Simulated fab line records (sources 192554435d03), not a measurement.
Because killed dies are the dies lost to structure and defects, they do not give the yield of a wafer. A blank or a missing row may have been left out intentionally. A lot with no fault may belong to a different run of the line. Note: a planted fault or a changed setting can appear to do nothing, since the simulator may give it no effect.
Matching of chambers || flow n5 finfet || 3 sister chambers for N5_BEOL_M11_DEP_56 on pecvd-01
The step deposits SiCN from 3MS/NH3, target thk 30 nm, time 10.5 s. 27 wafers are shown with their chamber, then 12 later ones without.

EACH WAFER AND ITS CHAMBER
{"wafer": "L074.1", "chamber": 2, "throttle valve pct (%)": 17.6, "showerhead plenum p Torr (Torr)": 4.160}
{"wafer": "L074.2", "chamber": 0, "throttle valve pct (%)": 17.4, "showerhead plenum p Torr (Torr)": 4.153}
{"wafer": "L074.6", "chamber": 0, "throttle valve pct (%)": 17.3, "showerhead plenum p Torr (Torr)": 4.143}
{"wafer": "L075.2", "chamber": 1, "throttle valve pct (%)": 20.2, "showerhead plenum p Torr (Torr)": 4.174}
{"wafer": "L075.3", "chamber": 2, "throttle valve pct (%)": 17.7, "showerhead plenum p Torr (Torr)": 4.172}
{"wafer": "L075.5", "chamber": 1, "throttle valve pct (%)": 20.5, "showerhead plenum p Torr (Torr)": 4.184}
{"wafer": "L079.1", "chamber": 1, "throttle valve pct (%)": 20.5, "showerhead plenum p Torr (Torr)": 4.175}
{"wafer": "L079.3", "chamber": 0, "throttle valve pct (%)": 17.2, "showerhead plenum p Torr (Torr)": 4.160}
{"wafer": "L079.4", "chamber": 0, "throttle valve pct (%)": 17.7, "showerhead plenum p Torr (Torr)": 4.146}
{"wafer": "L076.3", "chamber": 1, "throttle valve pct (%)": 20.5, "showerhead plenum p Torr (Torr)": 4.185}
{"wafer": "L076.4", "chamber": 0, "throttle valve pct (%)": 17.5, "showerhead plenum p Torr (Torr)": 4.144}
{"wafer": "L076.5", "chamber": 1, "throttle valve pct (%)": 20.4, "showerhead plenum p Torr (Torr)": 4.169}
{"wafer": "L082.1", "chamber": 1, "throttle valve pct (%)": 20.6, "showerhead plenum p Torr (Torr)": 4.180}
{"wafer": "L082.2", "chamber": 2, "throttle valve pct (%)": 17.8, "showerhead plenum p Torr (Torr)": 4.154}
{"wafer": "L082.4", "chamber": 0, "throttle valve pct (%)": 17.1, "showerhead plenum p Torr (Torr)": 4.151}
{"wafer": "L083.1", "chamber": 2, "throttle valve pct (%)": 17.9, "showerhead plenum p Torr (Torr)": 4.153}
{"wafer": "L083.2", "chamber": 1, "throttle valve pct (%)": 20.2, "showerhead plenum p Torr (Torr)": 4.186}
{"wafer": "L083.3", "chamber": 0, "throttle valve pct (%)": 17.6, "showerhead plenum p Torr (Torr)": 4.151}
{"wafer": "L083.4", "chamber": 0, "throttle valve pct (%)": 17.5, "showerhead plenum p Torr (Torr)": 4.139}
{"wafer": "L083.5", "chamber": 1, "throttle valve pct (%)": 20.5, "showerhead plenum p Torr (Torr)": 4.182}
{"wafer": "L083.6", "chamber": 2, "throttle valve pct (%)": 17.8, "showerhead plenum p Torr (Torr)": 4.159}
{"wafer": "L092.1", "chamber": 0, "throttle valve pct (%)": 17.4, "showerhead plenum p Torr (Torr)": 4.148}
{"wafer": "L092.2", "chamber": 1, "throttle valve pct (%)": 20.4, "showerhead plenum p Torr (Torr)": 4.171}
{"wafer": "L092.3", "chamber": 2, "throttle valve pct (%)": 18.1, "showerhead plenum p Torr (Torr)": 4.164}
{"wafer": "L094.2", "chamber": 2, "throttle valve pct (%)": 18.3, "showerhead plenum p Torr (Torr)": 4.158}
{"wafer": "L094.3", "chamber": 1, "throttle valve pct (%)": 20.3, "showerhead plenum p Torr (Torr)": 4.174}
{"wafer": "L094.4", "chamber": 1, "throttle valve pct (%)": 20.6, "showerhead plenum p Torr (Torr)": 4.165}

SIGNATURES (averages over the wafers above)
{"reading": "throttle valve pct", "chamber 0": 17.411, "chamber 1": 20.427, "chamber 2": 17.886, "scatter within a chamber": 0.187}
{"reading": "showerhead plenum p Torr", "chamber 0": 4.14833, "chamber 1": 4.17682, "chamber 2": 4.16000, "scatter within a chamber": 0.00663}
Rule: for a wafer and a chamber, the distance is found by dividing, reading by reading, the gap between the wafer's reading and the chamber's mean by the reading's scatter, squaring, summing and taking the root. The wafer belongs to the nearest chamber; if the next one is less than 2 further off, it can't be placed. How the scatter is found: for the shown wafers, subtract from each reading the mean of its chamber, square and add these, divide the total by (wafers less chambers), then take the root.

WAFERS WHOSE CHAMBER IS MISSING
{"wafer": "L093.1", "throttle valve pct (%)": 18.1, "showerhead plenum p Torr (Torr)": 4.159}
{"wafer": "L093.2", "throttle valve pct (%)": 20.3, "showerhead plenum p Torr (Torr)": 4.172}
{"wafer": "L093.3", "throttle valve pct (%)": 17.6, "showerhead plenum p Torr (Torr)": 4.154}
{"wafer": "L093.4", "throttle valve pct (%)": 17.3, "showerhead plenum p Torr (Torr)": 4.147}
{"wafer": "L093.5", "throttle valve pct (%)": 20.2, "showerhead plenum p Torr (Torr)": 4.178}
{"wafer": "L093.6", "throttle valve pct (%)": 17.6, "showerhead plenum p Torr (Torr)": 4.162}
{"wafer": "L097.2", "throttle valve pct (%)": 18.1, "showerhead plenum p Torr (Torr)": 4.162}
{"wafer": "L097.4", "throttle valve pct (%)": 17.5, "showerhead plenum p Torr (Torr)": 4.141}
{"wafer": "L097.6", "throttle valve pct (%)": 20.5, "showerhead plenum p Torr (Torr)": 4.173}
{"wafer": "L096.2", "throttle valve pct (%)": 18.1, "showerhead plenum p Torr (Torr)": 4.153}
{"wafer": "L096.3", "throttle valve pct (%)": 17.5, "showerhead plenum p Torr (Torr)": 4.152}
{"wafer": "L096.5", "throttle valve pct (%)": 17.3, "showerhead plenum p Torr (Torr)": 4.146}

CHAMBER TAKEN BY EACH
{"wafer": "L093.1", "from the rows above": 2, "in truth": 2}
{"wafer": "L093.2", "from the rows above": 1, "in truth": 1}
{"wafer": "L093.3", "from the rows above": "can't be placed: 0 or 2", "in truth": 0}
{"wafer": "L093.4", "from the rows above": 0, "in truth": 0}
{"wafer": "L093.5", "from the rows above": 1, "in truth": 1}
{"wafer": "L093.6", "from the rows above": "can't be placed: 2 or 0", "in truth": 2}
{"wafer": "L097.2", "from the rows above": 2, "in truth": 2}
{"wafer": "L097.4", "from the rows above": 0, "in truth": 0}
{"wafer": "L097.6", "from the rows above": 1, "in truth": 1}
{"wafer": "L096.2", "from the rows above": 2, "in truth": 2}
{"wafer": "L096.3", "from the rows above": "can't be placed: 0 or 2", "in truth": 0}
{"wafer": "L096.5", "from the rows above": 0, "in truth": 0}
9 of 12 placed correctly. Can't be placed from these rows: 3 (the true chamber is among the candidates in 3). Wrongly placed: 0.
